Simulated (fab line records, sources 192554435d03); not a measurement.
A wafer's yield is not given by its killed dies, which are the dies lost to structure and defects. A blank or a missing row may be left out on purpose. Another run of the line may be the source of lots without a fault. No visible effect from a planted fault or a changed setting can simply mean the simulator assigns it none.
2 desks, one fault ; flow n5 finfet ; what lay behind the numbers comes last; until then each desk has only its own

AT THE METROLOGY DESK
What the gauges read for every lot (on any tool): the sampled wafers with a number, averaged. The brackets show how far a lot's mean lies from the usual mean; more than 4 standard deviations puts the lot out of limits, marked OUT. Shown here are 7 of its 10 readings, the ones lying furthest out on some lot.
Columns: A = DIBL_N at N5_BEOL_M4_RC_MEAS_101, usual 36.3 mV/V; B = DIBL_P at N5_BEOL_M4_RC_MEAS_101, usual 36.4 mV/V; C = IOFF_P at N5_BEOL_M4_RC_MEAS_101, usual 0.22 nA/um; D = ION_N at N5_BEOL_M4_RC_MEAS_101, usual 675 uA/um; E = ION_P at N5_BEOL_M4_RC_MEAS_101, usual 463 uA/um; F = SS_N at N5_BEOL_M4_RC_MEAS_101, usual 71.6 mV/dec; G = SS_P at N5_BEOL_M4_RC_MEAS_101, usual 73.3 mV/dec
lot;first seen here;A;B;C;D;E;F;G
L575;day 9 17:16;36.1;36.3;0.18;671;456;71.5;72.9
L577;day 10 02:59;36.9;36.8;0.21;674;465;71.5;73.6
L573;day 10 05:23;34.5;34.8;0.19;670;460;71.1;72.3
L574;day 10 11:23;34.2;34.1;0.20;665;466;71.2;72.8
L579;day 10 15:55;35.3;35.6;0.20;670;458;71.6;73.3
L578;day 10 16:30;36.3;35.2;0.19;678;465;70.8;73.1
L580;day 11 12:28;37.0;39.2;0.27;690;476;71.7;74.2
L582;day 11 17:00;36.7;37.2;0.20;679;460;71.4;73.3
L585;day 12 15:42;36.7;35.7;0.19;681;456;71.4;72.4
L583;day 12 20:27;37.8;37.7;0.26;682;469;71.8;73.5
L595;day 15 18:29;36.9;37.8;0.19;675;458;72.0;73.3
L596;day 16 21:25;36.2;35.5;0.22;672;461;72.3;72.9
Result from this desk: across the 12 lots, nothing is out of limits.

FOR THE TOOL OWNER'S DESK: cvd co-01
The tool's own readings at N5_BEOL_M3_CVD_47 (deposits Co from CCTBA/H2, target thk 3 nm, time 223.8 s): means of the sampled wafers that have a number, for each lot that ran on this tool. The brackets show how far a lot's mean lies from the usual mean; more than 4 standard deviations puts the lot out of limits, marked OUT.
Columns: A = run length s at N5_BEOL_M3_CVD_47, usual 246.6 s
lot;first seen here;A
L575;day 8 22:46;246.0
L577;day 9 01:23;246.2
L573;day 9 02:05;246.7
L578;day 9 17:07;247.2
L580;day 10 00:30;246.8
L582;day 10 05:38;244.9
L585;day 11 18:41;247.1
Result from this desk: across the 7 lots, nothing is out of limits.

PUT TOGETHER
The metrology desk saw nothing out of limits.
The tool owner's desk saw nothing out of limits.

WHAT WAS PUT IN BY THE SIMULATOR
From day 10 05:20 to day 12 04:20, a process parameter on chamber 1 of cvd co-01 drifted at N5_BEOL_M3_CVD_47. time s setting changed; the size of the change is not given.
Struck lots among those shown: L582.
